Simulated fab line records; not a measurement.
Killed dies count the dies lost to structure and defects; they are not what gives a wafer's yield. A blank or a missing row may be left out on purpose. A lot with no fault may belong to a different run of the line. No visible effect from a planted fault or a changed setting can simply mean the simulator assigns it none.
Chamber matching ; flow n5-finfet ; N5_BEOL_M4_STRIP_19 on rie-diel-05: 4 sister chambers
The step strips in O2. 7 wafers are shown with their chamber, then 7 later ones without.

WAFERS PAIRED WITH THEIR CHAMBERS
wafer;chamber;drypump-motor-current-A (A);showerhead-plenum-p-Torr (Torr)
L075.1;0;5.1;2.23
L078.4;2;5.8;2.14
L086.1;1;5.6;2.18
L086.5;0;5.1;2.23
L086.6;1;5.7;2.18
L091.1;2;5.8;2.13
L091.2;3;5.9;2.06

WAFERS WHOSE CHAMBER IS MISSING
wafer;drypump-motor-current-A (A);showerhead-plenum-p-Torr (Torr)
L091.3;5.1;2.22
L094.1;5.0;2.22
L094.3;5.8;2.13
L094.4;5.9;2.06
L095.2;5.7;2.17
L095.4;5.9;2.06
L095.5;5.9;2.05

WHICH CHAMBER EACH ONE RAN IN
wafer;from the rows above;in truth
L091.3;0;0
L094.1;0;0
L094.3;2;2
L094.4;3;3
L095.2;1;1
L095.4;3;3
L095.5;3;3
Correct placement for 7 of the 7. Number that these rows cannot place: 0. Placed wrongly: 0.
How it was worked out, from the rows above alone: a wafer's distance from a chamber is the root of the sum, over the readings, of the square of ((its reading less the chamber's mean) divided by the reading's scatter). The wafer belongs to the nearest chamber; if the next one is less than 2 further off, it can't be placed. Each chamber's mean is taken over the wafers shown for it. How the scatter is found: for the shown wafers, subtract from each reading the mean of its chamber, square and add these, divide the total by (wafers less chambers), then take the root.
